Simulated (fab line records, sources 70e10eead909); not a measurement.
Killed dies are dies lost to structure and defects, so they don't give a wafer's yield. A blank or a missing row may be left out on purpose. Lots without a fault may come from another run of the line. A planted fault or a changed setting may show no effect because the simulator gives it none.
Which tool did it? | flow nand_harc | 24 lots, 72 wafers sampled, at 5 steps of a route of 1159

WHAT THE GAUGES READ, wafer by wafer
NHARC_P_M2_INSPECT_27.
lot  | measured     | on                | raw_defect_count
L074 | day 6 02:07  | defect_inspect-01 | 371 502 485
L075 | day 6 12:31  | defect_inspect-01 | 199 263 169
L077 | day 7 01:38  | defect_inspect-02 | 417 283 198
L076 | day 7 01:57  | defect_inspect-01 | 200 185 251
L078 | day 7 11:24  | defect_inspect-02 | 277 297 336
L079 | day 7 11:55  | defect_inspect-02 | 497 549 851
L080 | day 8 07:43  | defect_inspect-01 | 362 151 195
L082 | day 8 08:41  | defect_inspect-01 | 295 177 301
L081 | day 8 08:59  | defect_inspect-02 | 289 201 163
L083 | day 8 16:38  | defect_inspect-01 | 416 486 420
L084 | day 9 02:24  | defect_inspect-01 | 324 373 239
L085 | day 9 10:15  | defect_inspect-01 | 407 248 362
L086 | day 9 11:11  | defect_inspect-01 | 354 197 450
L087 | day 9 23:10  | defect_inspect-01 | 924 316 358
L089 | day 9 23:26  | defect_inspect-01 | 355 285 500
L088 | day 9 23:58  | defect_inspect-01 | 594 485 454
L090 | day 10 09:56 | defect_inspect-01 | 179 348 296
L091 | day 10 10:08 | defect_inspect-01 | 252 286 372
L093 | day 11 05:30 | defect_inspect-01 | 385 268 405
L092 | day 11 05:59 | defect_inspect-02 | 313 261 296
L095 | day 11 06:46 | defect_inspect-01 | 210 293 411
L094 | day 11 10:05 | defect_inspect-01 | 379 545 481
L096 | day 11 16:34 | defect_inspect-02 | 356 273 331
L097 | day 11 17:28 | defect_inspect-02 | 427 636 315

NHARC_A_CHANNEL_HOLE_D1_CD_MEAS_30.
lot  | measured     | on        | cd_nm (nm)
L074 | day 8 05:31  | cd_sem-02 | 89.1 90.0 91.1
L075 | day 8 21:03  | cd_sem-02 | 89.2 89.9 88.8
L077 | day 9 06:14  | cd_sem-02 | 89.4 89.5 90.4
L076 | day 9 05:16  | cd_sem-01 | 89.9 88.8 89.7
L078 | day 9 14:07  | cd_sem-03 | 90.9 89.8 90.0
L079 | day 9 13:41  | cd_sem-03 | 91.7 89.8 91.1
L080 | day 10 15:50 | cd_sem-03 | 89.0 90.8 90.6
L082 | day 10 11:50 | cd_sem-02 | 89.6 90.6 89.8
L081 | day 10 11:39 | cd_sem-03 | 89.2 89.3 90.2
L083 | day 10 21:25 | cd_sem-03 | 90.4 91.2 90.9
L084 | day 11 06:30 | cd_sem-03 | 90.6 89.7 90.0
L085 | day 11 15:19 | cd_sem-02 | 90.4 90.7 89.1
L086 | day 11 15:37 | cd_sem-01 | 91.7 90.0 91.2
L087 | day 12 09:04 | cd_sem-02 | 90.9 90.7 90.6
L089 | day 12 07:46 | cd_sem-02 | 89.2 89.8 89.1
L088 | day 12 11:56 | cd_sem-01 | 89.9 91.0 91.0
L090 | day 12 13:11 | cd_sem-03 | 89.7 89.9 90.4
L091 | day 12 16:07 | cd_sem-02 | 88.0 88.5 89.1
L093 | day 13 09:22 | cd_sem-03 | 90.3 89.7 89.8
L092 | day 13 12:32 | cd_sem-02 | 90.8 90.4 89.9
L095 | day 13 08:23 | cd_sem-02 | 90.3 90.4 89.8
L094 | day 13 13:40 | cd_sem-03 | 89.3 90.7 92.0
L096 | day 14 02:43 | cd_sem-01 | 87.8 89.1 88.9
L097 | day 13 22:26 | cd_sem-01 | 88.8 89.4 90.5

WHICH TOOL RAN EACH LOT (tool, then ch and the chambers of the sampled wafers, then the start)
lot  | NHARC_P_M1_PVD_20                       | NHARC_P_M2_ETCH_28                            | NHARC_P_BONDPAD_DEP_00
L074 | pvd_sputter-03, day 6 02:07 or earlier  | rie_diel-02 ch 0,1,3, day 6 02:07 or earlier  | pecvd-01 ch 0,1,2, day 8 05:31 or earlier
L075 | pvd_sputter-01, day 6 12:31 or earlier  | rie_diel-06 ch 0,2,3, day 6 12:31 or earlier  | pecvd-02 ch 0,1,2, day 8 21:03 or earlier
L077 | pvd_sputter-01, day 7 01:38 or earlier  | rie_diel-13 ch 0,2, day 7 01:38 or earlier    | pecvd-01 ch 0,1,2, day 9 06:14 or earlier
L076 | pvd_sputter-03, day 7 01:57 or earlier  | rie_diel-02 ch 0,2,3, day 7 01:57 or earlier  | pecvd-01 ch 1,2, day 7 03:04
L078 | pvd_sputter-01, day 7 11:24 or earlier  | rie_diel-06 ch 0,2, day 7 11:24 or earlier    | pecvd-01 ch 1,2, day 7 11:58
L079 | pvd_sputter-01, day 7 11:55 or earlier  | rie_diel-06 ch 0,2,3, day 7 11:55 or earlier  | pecvd-03 ch 0,1,2, day 9 13:41 or earlier
L080 | pvd_sputter-02, day 8 07:43 or earlier  | rie_diel-02 ch 0,1, day 8 07:43 or earlier    | pecvd-01 ch 1,2, day 8 08:20
L082 | pvd_sputter-01, day 8 08:41 or earlier  | rie_diel-02 ch 0,3, day 8 08:41 or earlier    | pecvd-01 ch 0,1, day 10 11:50 or earlier
L081 | pvd_sputter-03, day 8 08:59 or earlier  | rie_diel-06 ch 0,1,2, day 8 08:59 or earlier  | pecvd-01 ch 1,2, day 8 09:45
L083 | pvd_sputter-03, day 8 16:38 or earlier  | rie_diel-02 ch 0,1,3, day 8 16:38 or earlier  | pecvd-01 ch 0,1,2, day 8 17:19
L084 | pvd_sputter-03, day 9 02:24 or earlier  | rie_diel-02 ch 0,1,2, day 9 02:24 or earlier  | pecvd-01 ch 0,2, day 11 06:30 or earlier
L085 | pvd_sputter-01, day 9 10:15 or earlier  | rie_diel-06 ch 0,3, day 9 10:15 or earlier    | pecvd-01 ch 0,1,2, day 9 10:51
L086 | pvd_sputter-01, day 9 11:11 or earlier  | rie_diel-02 ch 1,2, day 9 11:11 or earlier    | pecvd-03 ch 1,2, day 9 11:50
L087 | pvd_sputter-02, day 9 23:10 or earlier  | rie_diel-02 ch 0,2,3, day 9 23:10 or earlier  | pecvd-03 ch 0,2, day 9 23:49
L089 | pvd_sputter-03, day 9 23:26 or earlier  | rie_diel-06 ch 1,2, day 9 23:26 or earlier    | pecvd-01 ch 0,2, day 10 00:02
L088 | pvd_sputter-01, day 9 23:58 or earlier  | rie_diel-02 ch 0,3, day 9 23:58 or earlier    | pecvd-02 ch 0,1,2, day 12 11:56 or earlier
L090 | pvd_sputter-01, day 10 07:34 or earlier | rie_diel-13 ch 0,2, day 10 07:34              | pecvd-03 ch 0,1, day 10 10:35
L091 | pvd_sputter-01, day 10 10:08 or earlier | rie_diel-02 ch 1,2, day 10 10:08 or earlier   | pecvd-02 ch 1,2, day 12 16:07 or earlier
L093 | pvd_sputter-03, day 11 05:30 or earlier | rie_diel-02 ch 0,1,2, day 11 05:30 or earlier | pecvd-03 ch 0,2, day 11 06:25
L092 | pvd_sputter-02, day 11 05:59 or earlier | rie_diel-02 ch 1,2, day 11 05:59 or earlier   | pecvd-02 ch 0,1, day 11 07:23
L095 | pvd_sputter-01, day 11 06:46 or earlier | rie_diel-13 ch 0,1,3, day 11 06:46 or earlier | pecvd-03 ch 0,1, day 13 08:23 or earlier
L094 | pvd_sputter-02, day 11 10:05 or earlier | rie_diel-02 ch 0,2, day 11 10:05 or earlier   | pecvd-01 ch 0,1, day 11 10:41
L096 | pvd_sputter-01, day 11 16:34 or earlier | rie_diel-02 ch 0,1,2, day 11 16:34 or earlier | pecvd-03 ch 1,2, day 11 17:16
L097 | pvd_sputter-03, day 11 17:28 or earlier | rie_diel-02 ch 1,2,3, day 11 17:28 or earlier | pecvd-01 ch 1,2, day 11 18:07
- NHARC_P_M1_PVD_20: deposits TaN, target thk 5 nm, time 8.06 s.
- NHARC_P_M2_ETCH_28: etches the open film in CF4/N2, target depth 30 nm, time 72.99 s.
- NHARC_P_BONDPAD_DEP_00: deposits SiCN, target thk 250 nm.

WHAT THE TOOLS THEMSELVES READ (means of the sampled wafers that have a number; where no wafer has one, the mark that the record gives instead)
NHARC_P_M1_PVD_20.
lot  | tool           | throttle_valve_pct (%)
L074 | pvd_sputter-03 | 30.5
L075 | pvd_sputter-01 | 30.7
L077 | pvd_sputter-01 | 30.3
L076 | pvd_sputter-03 | 30.4
L078 | pvd_sputter-01 | 31.1
L079 | pvd_sputter-01 | 31.0
L080 | pvd_sputter-02 | 29.4
L082 | pvd_sputter-01 | 30.3
L081 | pvd_sputter-03 | 30.0
L083 | pvd_sputter-03 | 30.4
L084 | pvd_sputter-03 | 29.9
L085 | pvd_sputter-01 | 30.8
L086 | pvd_sputter-01 | 30.1
L087 | pvd_sputter-02 | 29.6
L089 | pvd_sputter-03 | 30.5
L088 | pvd_sputter-01 | 30.7
L090 | pvd_sputter-01 | 30.9
L091 | pvd_sputter-01 | 30.7
L093 | pvd_sputter-03 | 29.8
L092 | pvd_sputter-02 | 29.4
L095 | pvd_sputter-01 | 30.5
L094 | pvd_sputter-02 | 29.4
L096 | pvd_sputter-01 | 29.6
L097 | pvd_sputter-03 | 29.8

NHARC_P_M2_ETCH_28.
lot  | tool        | bias_w (W) | drypump_motor_current_A (A) | oes_product_au (a.u.) | rf_vpp_V (V) | showerhead_plenum_p_Torr (Torr) | throttle_valve_pct (%)
L074 | rie_diel-02 | 100.39     | 6.3                         | 1.002                 | 314.3        | 2.61                            | 19.800
L075 | rie_diel-06 | 100.10     | 5.6                         | 1.002                 | 315.6        | 2.71                            | 19.792
L077 | rie_diel-13 | 99.91      | 5.8                         | 1.000                 | 311.7        | 2.53                            | 19.794
L076 | rie_diel-02 | 100.19     | 6.2                         | 1.006                 | 314.1        | 2.60                            | 19.789
L078 | rie_diel-06 | 99.94      | 5.2                         | 0.998                 | 314.8        | 2.66                            | 19.804
L079 | rie_diel-06 | 100.01     | 5.6                         | 0.998                 | 315.1        | 2.71                            | 19.798
L080 | rie_diel-02 | 99.80      | 6.1                         | 1.004                 | 314.4        | 2.66                            | 19.793
L082 | rie_diel-02 | 99.92      | 6.3                         | 1.008                 | 312.9        | 2.54                            | 19.800
L081 | rie_diel-06 | 99.84      | 5.2                         | 0.998                 | 314.1        | 2.61                            | 19.789
L083 | rie_diel-02 | 100.21     | 6.3                         | 1.005                 | 313.3        | 2.61                            | 19.794
L084 | rie_diel-02 | 100.18     | 6.1                         | 1.000                 | 314.3        | 2.65                            | 19.785
L085 | rie_diel-06 | 100.17     | 6.2                         | 0.990                 | 315.2        | 2.71                            | 19.800
L086 | rie_diel-02 | 100.05     | 6.0                         | 1.007                 | 314.9        | 2.72                            | 19.785
L087 | rie_diel-02 | 99.74      | 6.2                         | 1.000                 | 313.0        | 2.60                            | 19.785
L089 | rie_diel-06 | 99.89      | 5.3                         | 1.000                 | 313.0        | 2.56                            | 19.795
L088 | rie_diel-02 | 99.94      | 6.4                         | 1.007                 | 313.2        | 2.55                            | 19.792
L090 | rie_diel-13 | 100.12     | 5.8                         | 0.991                 | 313.1        | 2.59                            | 19.795
L091 | rie_diel-02 | 100.14     | 6.0                         | 1.000                 | 316.1        | 2.71                            | 19.791
L093 | rie_diel-02 | 100.10     | 6.1                         | 1.003                 | 314.5        | 2.65                            | 19.801
L092 | rie_diel-02 | 99.90      | 6.0                         | 0.993                 | 316.2        | 2.72                            | 19.782
L095 | rie_diel-13 | 99.93      | 6.1                         | 1.002                 | 314.1        | 2.58                            | 19.794
L094 | rie_diel-02 | 99.72      | 6.1                         | 1.012                 | 313.6        | 2.58                            | 19.794
L096 | rie_diel-02 | 100.27     | 6.0                         | 0.996                 | 314.3        | 2.65                            | 19.796
L097 | rie_diel-02 | 100.07     | 6.1                         | 1.007                 | 315.4        | 2.67                            | 19.796

NHARC_P_BONDPAD_DEP_00.
lot  | tool     | chamber_pressure_Torr (Torr) | heater_power_w (W)
L074 | pecvd-01 | 3.002                        | 627
L075 | pecvd-02 | 3.002                        | 586
L077 | pecvd-01 | 3.005                        | 617
L076 | pecvd-01 | 2.999                        | 614
L078 | pecvd-01 | 2.996                        | 652
L079 | pecvd-03 | 3.008                        | 633
L080 | pecvd-01 | 3.000                        | 649
L082 | pecvd-01 | 2.995                        | 567
L081 | pecvd-01 | 3.000                        | 645
L083 | pecvd-01 | 3.005                        | 629
L084 | pecvd-01 | 3.005                        | 630
L085 | pecvd-01 | 3.002                        | 640
L086 | pecvd-03 | 3.005                        | 732
L087 | pecvd-03 | 2.998                        | 668
L089 | pecvd-01 | 3.001                        | 629
L088 | pecvd-02 | 3.007                        | 623
L090 | pecvd-03 | 3.000                        | 550
L091 | pecvd-02 | 3.001                        | 634
L093 | pecvd-03 | 3.003                        | 572
L092 | pecvd-02 | 2.993                        | 581
L095 | pecvd-03 | 2.996                        | 542
L094 | pecvd-01 | 3.007                        | 622
L096 | pecvd-03 | 2.995                        | 688
L097 | pecvd-01 | 3.002                        | 636

THE ANSWER, worked out from the rows above alone
Rule: what is usual is taken from the lots themselves. Put in order of their means at a reading, lots are off if they are a third of the lots or fewer, leave a main group of 4 or more, and stand apart from it by a gap of 3 or more times the standard deviation of the main group's means; of several such gaps the widest counts. A main group whose means are all the same, to the digits that the tables above print for the reading, isn't used. A lot without any number at a reading at which 4 lots or more have one is off too. The other lots that the step has rows for count as sound. The gauges are gone through in route order, then the tools' own readings, and for those a lot's mean is taken as printed above. The first step at which some lot is off is used, and at that step the reading that is off furthest; a lot without a number counts as furthest.
No lot is off at any reading shown: from this, nothing can be told.

WHAT THE SIMULATOR HAD PUT IN
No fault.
